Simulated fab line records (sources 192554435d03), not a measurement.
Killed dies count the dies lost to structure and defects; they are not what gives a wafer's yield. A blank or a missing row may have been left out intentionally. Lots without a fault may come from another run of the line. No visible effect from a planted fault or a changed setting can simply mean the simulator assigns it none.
Split-lot study	flow n5Finfet	21 wafers read from 7 lots, route of 1938 steps

## ABOUT THE SPLIT
At N5_BEOL_M5_ETCH_41 (etches SiCN in CH3F/O2, target depth 31.5 nm, time 56.7 s), the setting sourceW was moved away from the recipe's 395 W on 9 of the 21 wafers read, by -17.2% to +17.0%. This setting was run at the recipe's value on the other wafers.

The reading is taken at the split's own step.

## THE READING
rfVppV, in V, at N5_BEOL_M5_ETCH_41 (etches SiCN in CH3F/O2, target depth 31.5 nm, time 56.7 s). Fault-free wafers of this fab line usually give 298.5 V, standard deviation 1.2 V.

wafer	tool, chamber at the split	sourceW as run, W	against the recipe	rfVppV, V	against lot-mates on the recipe
L075.1	rieDiel-03, 0	395	recipe	300.0	-
L075.2	rieDiel-03, 3	327.1	-17.2%	316.4	+16.2
L075.3	rieDiel-03, 2	395	recipe	300.3	-
L076.2	rieDiel-03, 1	395	recipe	299.9	-
L076.4	rieDiel-03, 3	395	recipe	297.6	-
L076.6	rieDiel-03, 1	395	recipe	298.7	-
L081.2	rieDiel-03, 1	395	recipe	299.8	-
L081.3	rieDiel-03, 0	395	recipe	298.2	-
L081.6	rieDiel-03, 2	395	recipe	298.6	-
L086.1	rieDiel-03, 0	395	recipe	297.9	-
L086.3	rieDiel-03, 1	422.2	+6.9%	290.7	-7.2
L086.5	rieDiel-03, 1	395	recipe	297.8	-
L087.3	rieDiel-01, 3	395	recipe	297.1	-
L087.4	rieDiel-01, 1	447.8	+13.4%	288.6	-8.5
L087.5	rieDiel-01, 2	447.8	+13.4%	286.1	-11.0
L091.2	rieDiel-03, 0	462.3	+17.0%	283.2	-15.6
L091.3	rieDiel-03, 3	395	recipe	298.8	-
L091.4	rieDiel-03, 1	462.3	+17.0%	282.6	-16.2
L092.1	rieDiel-03, 2	356.7	-9.7%	308.7	no lot-mate on the recipe
L092.4	rieDiel-03, 0	356.7	-9.7%	309.2	no lot-mate on the recipe
L092.6	rieDiel-03, 2	356.7	-9.7%	307.7	no lot-mate on the recipe

THE FIT
A straight line over all 21 wafers: rfVppV changes by -0.955 V for each +1% of sourceW; r = -0.99; the points scatter about the line by 1.1 V.
The same after taking each lot's own level away (the mean of its wafers on the recipe; 18 wafers): -0.889 V for each +1%; r = -0.99; scatter 1.1 V.
According to that fit, moving sourceW by its largest amount changes the reading by 15 V.
Measured against the standard deviation above, the lots' own levels, which go from 297.10 to 300.15 V, span 2.5 times it.
Hence the lot-to-lot level has little effect on the slope; both slopes agree.
Check: +14.9 V against its lot-mates is what the line predicts for one of the wafers moved furthest among these (-17.2%) when that wafer is left out of the fit. It came out at +16.2 V against them.
Tool readings at the split's step, against how far the setting was moved: rfVppV r = -0.99.

## THESE WAFERS: OTHER SPLITS
These wafers also went through other splits before the reading. Each is held against what the fit with the lots' levels taken away leaves over:
other split on the same wafers	wafers away from the commonest value	r with rfVppV (lot level and that fit taken away)
N5_MOL_CONTACT_COAG_COAT_64 spinRpm	4	-0.18
N5_BEOL_M0_SAQP_ETCH_107 sourceW	8	+0.13
N5_BEOL_M0_SAQP_COAT_69 spinRpm	7	+0.18
N5_BEOL_M3_ETCH_70 sourceW	10	-0.04
N5_BEOL_M3_ETCH_41 targetDepthA	11	-0.31
N5_BEOL_M5_TRENCH_ETCH_37 timeS	5	+0.60

## THE WHOLE CHAIN: every reading that the file lists as answering this split, in the file's order
step	what it does	reading	change (the file's fit)	r (the file's)
N5_BEOL_M5_ETCH_41	etches SiCN in CH3F/O2, target depth 31.5 nm, time 56.7 s	rfVppV	-0.899 V for each +1% of the setting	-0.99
N5_BEOL_M5_ETCH_41	etches SiCN in CH3F/O2, target depth 31.5 nm, time 56.7 s	etch.depthNm (the simulator's own value, which no gauge read)	+0.0641 nm for each +1% of the setting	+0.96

## FILE'S OWN FIT
rfVppV changes by -0.899 V for each +1% of sourceW, r = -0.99.
